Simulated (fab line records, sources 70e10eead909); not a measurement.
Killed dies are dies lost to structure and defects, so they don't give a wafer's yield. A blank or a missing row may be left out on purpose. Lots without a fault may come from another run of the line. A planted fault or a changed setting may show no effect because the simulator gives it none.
Chamber matching | flow nand_harc | NHARC_A_CHANNEL_FILL_D1_ALD_25 on ald_hk-02: 4 sister chambers
The step deposits SiOx, target thk 60 nm, pulse time 10 s, ald cycles 600. 4 wafers are shown with their chamber, then 8 later ones without.

WAFERS WITH THEIR CHAMBER
wafer  | chamber | heater_power_w (W)
L540.2 | 2       | 401
L545.1 | 3       | 449
L545.5 | 0       | 451
L547.1 | 1       | 452

WAFERS WITHOUT THEIR CHAMBER
wafer  | heater_power_w (W)
L547.2 | 450
L547.3 | 416
L553.2 | 446
L553.3 | 399
L553.6 | 400
L552.1 | 409
L552.5 | 453
L552.6 | 398

WHICH CHAMBER EACH WENT THROUGH
wafer  | from the rows above          | in truth
L547.2 | can't be placed: 0 or 3 or 1 | 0
L547.3 | 2                            | 2
L553.2 | can't be placed: 3 or 0 or 1 | 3
L553.3 | 2                            | 2
L553.6 | 2                            | 2
L552.1 | 2                            | 2
L552.5 | can't be placed: 1 or 0 or 3 | 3
L552.6 | 2                            | 2
Placed correctly: 5 of 8. Can't be placed from these rows: 3 (the true chamber is among the candidates in 3). Placed wrongly: 0.
How it was worked out, from the rows above alone: a wafer's distance from a chamber is the root of the sum, over the readings, of the square of ((its reading less the chamber's mean) divided by the reading's scatter). The wafer belongs to the nearest chamber; if the next one is less than 2 further off, it can't be placed. A chamber's mean is the mean of its shown wafers. The scatter: with one shown wafer a chamber, the root of the mean of the squares of how far each hidden wafer lies from its nearest shown one.
